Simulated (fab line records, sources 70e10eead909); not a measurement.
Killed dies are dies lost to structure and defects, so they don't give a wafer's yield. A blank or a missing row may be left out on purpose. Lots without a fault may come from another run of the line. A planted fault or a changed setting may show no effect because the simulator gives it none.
Problem report in the 8D (eight disciplines) form, filled by code | flow nand_harc | the parts of the form that need people (team, actions taken, sign-off) are left out

1. THE PROBLEM
thk_nm at NHARC_A_ONON_D1_THK_MEAS_27 reads a mean of 676 nm on 6 wafers of 2 lots; wafers without a fault read 999 nm with a standard deviation of 9.8. That is -33 standard deviations from the usual mean.
The step: measures by ellipsometry.
First seen on wafer L366.3, day 14 08:25, on film_metro-02. The record holds 39 wafers of 13 lots with a number at this step. Rule for "out", or "out of limits": more than 4 standard deviations from the usual mean. The other wafers with a number count as sound.

2. WHAT IT IS AND WHAT IT IS NOT
question                    | is                     | is not
which readings at this step | thk_nm                 | -
which lots                  | L366, L369             | L352, L353, L354, L356, L357, L358, L359, L360, L363, L370, L375
which wafers of those lots  | all that have a number | -
read on which gauges        | film_metro-02          | film_metro-01
when                        | from day 14 08:25      | up to then (27 sound wafers); but 6 sound wafers of L370, L375 came after

3. SUSPECTS, AND WHAT RULES EACH OUT
Counting: a tool at a process step up to the reading stays a suspect if it ran every lot that is out and no sound lot after the first of them.
- the gauge at NHARC_A_ONON_D1_THK_MEAS_27: ruled out. All the wafers that are out were read on film_metro-02, but those of them that NHARC_END_SORT_01 has rows for are out there too, on other tools.
- pecvd_onon-03 at NHARC_A_ONON_D1_DEP_25 (target thk 1000 nm): kept. It ran every lot that is out, first L366 (day 14 08:02), and no sound lot after that; its last sound lot up to then is L359 (day 11 04:49).
Left after counting: pecvd_onon-03 at NHARC_A_ONON_D1_DEP_25.

4. THE CAUSE (what the simulator had put in)
Process parameter drift: pecvd_onon-03, from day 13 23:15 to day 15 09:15, at NHARC_A_ONON_D1_DEP_25. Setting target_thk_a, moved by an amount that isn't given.
Counting left only this tool.

5. THE CHAIN OF EFFECTS, in route order
Each row: a reading whose mean over the struck wafers that have a number lies more than 3 standard deviations from the usual. Only readings for which the record gives a usual standard deviation are gone through. hours: the time from each lot's start at the first step in this table that gives one to its start at this step, as a median over the lots. sigmas: the change in usual standard deviations.
hours | step                        | reading         | usual  | on struck wafers | change | sigmas
0     | NHARC_A_ONON_D1_THK_MEAS_27 | thk_nm          | 999 nm | 676              | -323   | -33
410   | NHARC_END_SORT_01           | killed_at_array | 56     | 672              | +616   | +32
410   | NHARC_END_SORT_01           | killed_dies     | 61     | 677              | +616   | +32

6. WHAT WOULD HAVE CAUGHT IT SOONER
In this record the first reading out of limits at a measuring or inspecting step was taken at day 14 08:25, 9 hours after the fault began at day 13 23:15.
Of the tool readings at NHARC_A_ONON_D1_DEP_25 for which the record gives a usual standard deviation, none was out on any struck wafer, so an alarm limit of 4 standard deviations on them would not have fired.
Of the lots that are out (2), L369 began NHARC_A_ONON_D1_DEP_25 on pecvd_onon-03 after day 14 08:25. A hold on the tool at that time would have spared it.
